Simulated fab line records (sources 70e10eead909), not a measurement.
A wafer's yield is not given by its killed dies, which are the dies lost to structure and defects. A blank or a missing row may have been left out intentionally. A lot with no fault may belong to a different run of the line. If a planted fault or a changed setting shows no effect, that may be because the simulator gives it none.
Problem report, 8D (eight disciplines) form, completed by code :: flow nandHarc :: the parts of the form that need people (team, actions taken, sign-off) are left out

1. PROBLEM STATEMENT
Mean of beamEnergyKeV at NHARC_P_GATE_IMPLANT_94: 59.131 across 6 wafers in 2 lots; on wafers with no fault it is 60.001 (standard deviation 0.019). Relative to the usual mean, that is a shift of -46 standard deviations.
First observed at day 9 11:28: wafer L930.3, on implanter-01. The record has a number at this step for 18 wafers belonging to 6 lots. By rule, "out" or "out of limits" means more than 4 standard deviations away from the usual mean. Any other wafer with a number is counted as sound.

2. WHAT IT IS; WHAT IT IS NOT
question: which readings at this step
is: beamEnergyKeV
is not: -

question: which lots
is: L930, L931
is not: L922, L925, L941, L944

question: which wafers of those lots
is: all that have a number
is not: -

question: read on which tools
is: implanter-01
is not: implanter-02

question: when
is: from day 9 11:28
is not: up to then (6 sound wafers); but 6 sound wafers of L941, L944 came after

3. THE SUSPECTS, EACH WITH WHAT RULES IT OUT
Counting: any tool at a process step up to the reading is kept as a suspect provided that every lot that is out went through it and no sound lot did after the first of them.
- rieDiel-13 at NHARC_P_GATE_DESCUM_93 (chemistry O2, time 3 s): kept. It ran every lot that is out, first L930 (day 9 11:15), and no sound lot after that.
- implanter-01 at NHARC_P_GATE_IMPLANT_94: ruled out as a lasting fault. Sound lots L941 ran on it after its first lot that is out, L930 (day 9 11:28).
After counting, what remains is rieDiel-13 at NHARC_P_GATE_DESCUM_93.

4. THE CAUSE (what the simulator had put in)
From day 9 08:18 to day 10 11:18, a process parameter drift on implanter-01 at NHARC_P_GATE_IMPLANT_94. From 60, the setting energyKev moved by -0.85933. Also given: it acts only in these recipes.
Counting ruled it out, wrongly.

5. THE CHAIN OF EFFECTS, in route order
Each row: a reading whose mean over the struck wafers that have a number lies more than 3 standard deviations from the usual. Readings are gone through only where the record gives a usual standard deviation; hours: the median, over the lots, of the time from a lot's start at the first step in this table giving one to that lot's start at this step; sigmas: the change measured in usual standard deviations.
hours: 0
step: NHARC_P_GATE_IMPLANT_94
reading: beamEnergyKeV
usual: 60.001
on struck wafers: 59.131
change: -0.870
sigmas: -46
Process steps it contains:
- NHARC_P_GATE_IMPLANT_94
At these later measuring or inspecting steps, every struck wafer for which the step has a row has a number for every such reading, and none has moved that far: NHARC_END_SORT_01.

6. WHAT WOULD HAVE CAUGHT IT SOONER
In this record no reading fell out of limits until day 9 11:28, 3 hours after the fault had begun at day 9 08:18.
